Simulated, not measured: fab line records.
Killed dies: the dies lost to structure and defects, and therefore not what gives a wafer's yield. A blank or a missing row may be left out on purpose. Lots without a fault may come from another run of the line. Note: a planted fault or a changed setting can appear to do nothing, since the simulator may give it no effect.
Comparing a struck lot with a sound one / flow n5_finfet / 37 steps out of a route of 1938
Sound: wafers L879.3, L879.4, L879.5. Struck: wafers L874.3, L874.5. The cause comes at the end.
At each step with rows: each side's tool, then ch and its chambers, then its first start. Under that, the readings that differ: sound wafers / struck wafers / difference of the means / sigmas: that difference in standard deviations of wafers without a fault.
alike: readings with means less than 2 such deviations apart, plus words and numbers identical on both sides. not compared: withheld readings, readings lacking a value on some wafer, bounds such as >300 that could conceal the same value, and numbers that have no deviation in the record and whose values overlap.
Wherever a step has rows on one side only, a row that says differs or no value, or a row with sigmas, the two part there. When numbers do not overlap yet have no deviation, they are printed without sigmas and do not part them. Lack of a reading on every wafer of one side parts them only where that side has two or more wafers.

first, 9 steps without rows for these wafers: N5_BEOL_M7_ALD_77 (deposits TaN, target thk 2 nm, pulse time 2 s, purge time 3 s); N5_BEOL_M7_SURFACE_TREAT_79; N5_BEOL_M7_CVD_78 (deposits Co from CCTBA/H2, target thk 2 nm, time 142.3 s); N5_BEOL_M7_SPUTTER_48 (material Cu, target thk 10 nm, time 1.667 s); N5_BEOL_M7_ECD_50 (material Cu, target thk 300 nm); N5_BEOL_M7_ANNEAL_51 (time 90 s); N5_BEOL_M7_CMP_52 (polishes, stops on SiCOH lowk, t overpolish 6.9 s, target thk 80 nm); N5_BEOL_M7_PRE_CLEAN_55 (time 15 s); N5_BEOL_M7_DEP_56 (deposits SiCN from 3MS/NH3, target thk 10 nm, time 17.5 s).
N5_BEOL_M8_ILD_DEP_00: deposits SiCOH lowk from DEMS/porogen, target thk 179.75 nm, time 33.4 s.
  sound on pecvd-01 ch 0,1,2, day 15 04:49; struck on pecvd-04 ch 0,2, day 13 18:34
reading=model.SiCOH_lowk_of_BEOL_M8_ILD_DEP_00.thk_nm (nm); sound=178.6 181.8 183.6; struck=125 129; difference=-54; sigmas=
  alike: heater_power_w, showerhead_plenum_p_Torr, throttle_valve_pct
then, 1 step without rows for these wafers: N5_BEOL_M8_CURE_74 (cures SiCOH lowk, time 240 s).
N5_BEOL_M8_THK_MEAS_01:
  sound: film_metro-02 at day 15 05:52; struck: film_metro-02 at day 13 19:14
reading=M8_ILD_THK (nm); sound=153.9 156.7 158.3; struck=107.5 110.8; difference=-47.2; sigmas=-24
then, 23 steps without rows for these wafers: N5_BEOL_M8_PECVD_70 (deposits SiO2 from TEOS/O2, target thk 20 nm, time 22.7 s); N5_BEOL_M8_HM_DEP_02 (deposits TiN, target thk 20 nm); N5_BEOL_M8_COAT_59 (time 60 s, resist thk 100 nm); N5_BEOL_M8_COAT_60 (time 60 s, resist thk 35 nm); N5_BEOL_M8_COAT_05 (resist thk 90 nm); N5_BEOL_M8_EBR_07; N5_BEOL_M8_SOFTBAKE_06 (time 60 s); N5_BEOL_M8_EXPOSE_08 (exposes mask M8); N5_BEOL_M8_PEB_09 (peb time 60 s); N5_BEOL_M8_DEVELOP_10 (develop time 30 s); N5_BEOL_M8_DESCUM_16 (chemistry O2, time 7.9 s); N5_BEOL_M8_ETCH_61 (etches SiARC in CF4, target depth 45.5 nm, time 75.8 s); N5_BEOL_M8_ETCH_62 (etches SOC in N2/H2, target depth 110 nm, overetch 22 nm, time 165 s); N5_BEOL_M8_STRIP_68 (strips in N2/H2); N5_BEOL_M8_STRIP_67 (strips in CF4); N5_BEOL_M8_HM_OPEN_17 (chemistry Cl2/BCl3, target TiN, target depth 20 nm, overetch 6 nm); N5_BEOL_M8_STRIP_19 (strips in O2); N5_BEOL_M8_COAT_63 (time 60 s, resist thk 60 nm); N5_BEOL_M8_COAT_64 (time 60 s, resist thk 12 nm); N5_BEOL_M8_COAT_71 (time 60 s, resist thk 5 nm); N5_BEOL_M8_COAT_22 (resist thk 30 nm); N5_BEOL_M8_EBR_24; N5_BEOL_M8_SOFTBAKE_23 (time 60 s).
N5_BEOL_M8_CMP_52: polishes, stops on SiCOH lowk, t overpolish 6.9 s, target thk 80 nm.
  sound on cmp-03 ch 0,1, day 15 11:54; struck on cmp-03 ch 0, day 14 04:55
reading=model.SiCOH_lowk_of_BEOL_M8_ILD_DEP_00.thk_nm (nm); sound=151 153.8 155.4; struck=104.6 107.8; difference=-47.2; sigmas=
  alike: motor_current_A
-- here the record skips 3 days between the struck wafers' starts before and after, leaving off in module BEOL_M8 and picking up in module PASSIVATION (first step shown: number 1936 of the route) --
N5_PASSIVATION_PROBE_49:
  only the struck wafers here have rows in the record (prober-01, day 17 06:49); the sound ones have none

== WHERE THEY PART ==
First at N5_BEOL_M8_THK_MEAS_01; last, within this record, at N5_PASSIVATION_PROBE_49.

WHY: what had been put in by the simulator
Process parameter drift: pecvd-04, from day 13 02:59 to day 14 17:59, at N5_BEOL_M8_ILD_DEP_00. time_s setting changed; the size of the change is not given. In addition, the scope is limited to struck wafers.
